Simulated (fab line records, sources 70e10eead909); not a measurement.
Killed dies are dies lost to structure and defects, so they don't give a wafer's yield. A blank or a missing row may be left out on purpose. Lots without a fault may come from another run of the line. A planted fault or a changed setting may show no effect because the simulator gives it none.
A struck lot beside a sound one | flow nand_harc | 16 steps out of a route of 1302
Sound: wafers L799.1, L799.4, L799.6. Struck: wafers L803.1, L803.4, L803.5. The cause comes at the end.
At each step with rows: each side's tool, then ch and its chambers, then its first start. Under that, the readings that differ: sound wafers | struck wafers | difference of the means | sigmas: that difference in standard deviations of wafers without a fault.
alike: readings whose means differ by less than 2 such deviations, and words and numbers that are the same on both sides. not compared: withheld readings, readings that some wafer has no value for, bounds like >300 that may hide the same value, and numbers for which the record gives no deviation and whose values overlap.
The two part at a step that has a row with sigmas, a row that says differs or no value, or rows on one side only. Numbers that don't overlap but have no deviation are shown without sigmas and don't part them. A reading that every wafer of one side lacks parts them only if that side has two wafers or more.

first, 4 steps without rows for these wafers: NHARC_A_ZERO_WELL_EBR_06; NHARC_A_ZERO_WELL_EXPOSE_07 (exposes mask A ZERO); NHARC_A_ZERO_WELL_PEB_08 (peb time 80 s); NHARC_A_ZERO_WELL_DEVELOP_09 (time 50 s).
NHARC_A_ZERO_WELL_CD_MEAS_10: target cd 2000 nm.
  sound on cd_sem-01 ch 0, day 9 13:08; struck on cd_sem-01 ch 0, day 10 23:08
  alike: cd_nm
then, 1 step without rows for these wafers: NHARC_A_ZERO_WELL_HARDBAKE_11 (time 65 s).
NHARC_A_ZERO_WELL_DESCUM_12: chemistry O2, time 3 s.
  sound on rie_diel-08 ch 1,3, day 9 13:18; struck on rie_diel-05 ch 0,1,2, day 10 23:19
  alike: drypump_motor_current_A, oes_product_au, rf_vpp_V, showerhead_plenum_p_Torr, throttle_valve_pct
  not compared: rf_hours_counter_h
NHARC_A_ZERO_WELL_ETCH_19: etches the open film in N2/H2, target depth 80 nm, overetch 24 nm, time 87.88 s.
  sound on rie_diel-08 ch 1,2, day 9 13:25; struck on rie_diel-05 ch 0,1,2, day 10 23:25
  alike: drypump_motor_current_A, oes_product_au, rf_vpp_V, showerhead_plenum_p_Torr, throttle_valve_pct
  not compared: rf_hours_counter_h
NHARC_A_ZERO_WELL_ETCH_13: etches the open film in HBr/Cl2, target depth 120 nm, time 40.1 s.
  sound on rie_si-02 ch 2,3, day 9 13:32; struck on rie_si-03 ch 0,1, day 10 23:32
  alike: drypump_motor_current_A, oes_product_au, throttle_valve_pct
  not compared: rf_hours_counter_h
then, 2 steps without rows for these wafers: NHARC_A_ZERO_WELL_STRIP_14 (strips in SPM, time 900 s); NHARC_A_ZERO_WELL_IMPLANT_15.
NHARC_A_ZERO_WELL_PRECLEAN_22: cleans in SC1, time 60 s.
  sound on wet_bench-06 ch 1,5,6, day 9 14:19; struck on wet_bench-01 ch 4,6,7, day 11 00:20
then, 1 step without rows for these wafers: NHARC_A_ZERO_WELL_SRD_23.
NHARC_A_ZERO_WELL_RTA_16: time 10 s.
  sound on rtp_anneal-01 ch 0, day 9 14:26; struck on rtp_anneal-02 ch 0, day 11 00:31
  alike: lamp_power_pct, wafer_temp_C_max
NHARC_A_ZERO_WELL_INSPECT_17:
  sound on defect_inspect-01, day 9 14:38; struck on defect_inspect-01, day 11 00:53
  reading          | sound | struck      | difference | sigmas
  raw_defect_count | 7 8 6 | 792 817 802 | +797       | +99 or more
  not compared: hold
NHARC_END_SORT_01:
  the record has rows for the sound wafers here (prober-02 ch 0, day 27 00:21) and none for the struck ones

WHERE THEY PART
First at NHARC_A_ZERO_WELL_INSPECT_17; last, within this record, at NHARC_END_SORT_01.

WHY: what the simulator had put in
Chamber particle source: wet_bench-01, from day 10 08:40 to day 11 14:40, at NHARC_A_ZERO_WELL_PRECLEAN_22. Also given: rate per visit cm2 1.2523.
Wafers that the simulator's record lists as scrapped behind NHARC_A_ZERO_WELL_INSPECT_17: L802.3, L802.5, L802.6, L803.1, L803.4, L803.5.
